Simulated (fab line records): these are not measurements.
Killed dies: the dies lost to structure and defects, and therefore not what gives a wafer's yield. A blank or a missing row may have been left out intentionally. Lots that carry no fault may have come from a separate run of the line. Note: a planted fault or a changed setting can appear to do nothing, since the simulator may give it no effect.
A lot that was struck, set against a sound lot -- flow nand harc -- 14 steps out of a route of 1159
Sound: wafers L147.2, L147.5, L147.6. Wafers struck: L152.1, L152.2, L152.6. The cause is given at the end.
Per side, at each step with rows, come the tool, then ch with its chambers, and then its first start. Under that, the readings that differ: sound wafers -- struck wafers -- difference of the means -- sigmas: that difference in standard deviations of wafers without a fault.
alike: a reading whose means differ by less than 2 such deviations, as well as words and numbers matching on both sides. not compared: withheld readings; readings where some wafer has no value; bounds like >300 that might hide an equal value; numbers whose values overlap and for which the record gives no deviation.
The two part at a step that has a row with sigmas, a row that says differs or no value, or rows on one side only. Numbers that don't overlap but have no deviation are shown without sigmas and don't part them. A reading that every wafer of one side lacks parts them only if that side has two wafers or more.

NHARC_A_M1_CD_MEAS_09: the cd target is 120 nm.
  sound on cd sem-02 ch 0, day 18 01:18; struck on cd sem-02 ch 0, day 18 17:45
  alike: cd nm
NHARC_A_M1_OVL_MEAS_10: pitch 240 nm.
  struck on overlay-01, day 18 17:50; sound on overlay-01, day 18 01:23
  alike: overlay x nm, overlay y nm
NHARC_A_M1_INSPECT_11:
  struck on defect inspect-01, day 18 17:53; sound on defect inspect-01, day 18 01:26
  alike: raw defect count
then, 1 step without rows for these wafers: NHARC_A_M1_DESCUM_14 (chemistry O2, time 3 s).
NHARC_A_M1_ETCH_35: etches the open film in N2/H2, target depth 40 nm, overetch 12 nm, time 43.94 s.
  sound on rie diel-10 ch 0,2,3, day 18 01:35; struck on rie diel-09 ch 0,2, day 18 18:02
  alike: drypump motor current A, h2 flow sccm, oes product au, rf fwd power W, rf vpp V, showerhead plenum p Torr, throttle valve pct
  not compared: rf hours counter h
NHARC_A_M1_ETCH_15: etches the open film in C4F8/Ar, target depth 182.5 nm, time 91.2 s.
  sound on rie diel-10 ch 2,3; struck on rie diel-09 ch 0,1
  alike: oes product au, rf fwd power W, rf vpp V
  not compared: rf hours counter h
NHARC_A_M1_CD_MEAS_16:
  struck on cd sem-03, day 18 18:14; sound on cd sem-03, day 18 01:48
  alike: cd nm
then, 1 step without rows for these wafers: NHARC_A_M1_STRIP_18 (strips in N2/H2).
NHARC_A_M1_ETCH_28: etches the open film in CF4/N2, target depth 30 nm, time 72.99 s.
  sound on rie diel-10 ch 1,2; struck on rie diel-10 ch 1,3
  alike: drypump motor current A, oes product au, rf fwd power W, rf vpp V, showerhead plenum p Torr, throttle valve pct
  not compared: rf hours counter h
then, 1 step without rows for these wafers: NHARC_A_M1_STRIP_19 (strips in post etch residue remover, time 600 s).
NHARC_A_M1_DEGAS_29: time 60 s.
  struck on pvd sputter-01, day 18 23:32; sound on pvd sputter-01, day 18 02:40
  alike: heater power w, susceptor temp C
NHARC_A_M1_PRE_CLEAN_30: time 30 s.
  sound on pvd sputter-01; struck on pvd sputter-01
  alike: heater power w, susceptor temp C
NHARC_A_M1_PVD_20: deposits TaN, target thk 5 nm, time 8.06 s.
  struck on pvd sputter-01, day 18 23:40; sound on pvd sputter-01, day 18 02:47
  no value came back on the struck wafers for bias v (V), cathode dc power W (W), throttle valve pct (%); on the sound wafers bias v (V) reads 164.5 166.5 165.1
then, 1 step without rows for these wafers: NHARC_A_M1_PVD_21 (deposits Cu, target thk 30 nm, time 20.49 s).

## WHERE THEY PART
Only at NHARC_A_M1_PVD_20, within this record.

WHY: whatever the simulator had introduced
At NHARC_A_M1_PVD_20, the step was skipped entirely on pvd sputter-01 from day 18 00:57 on. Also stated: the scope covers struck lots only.
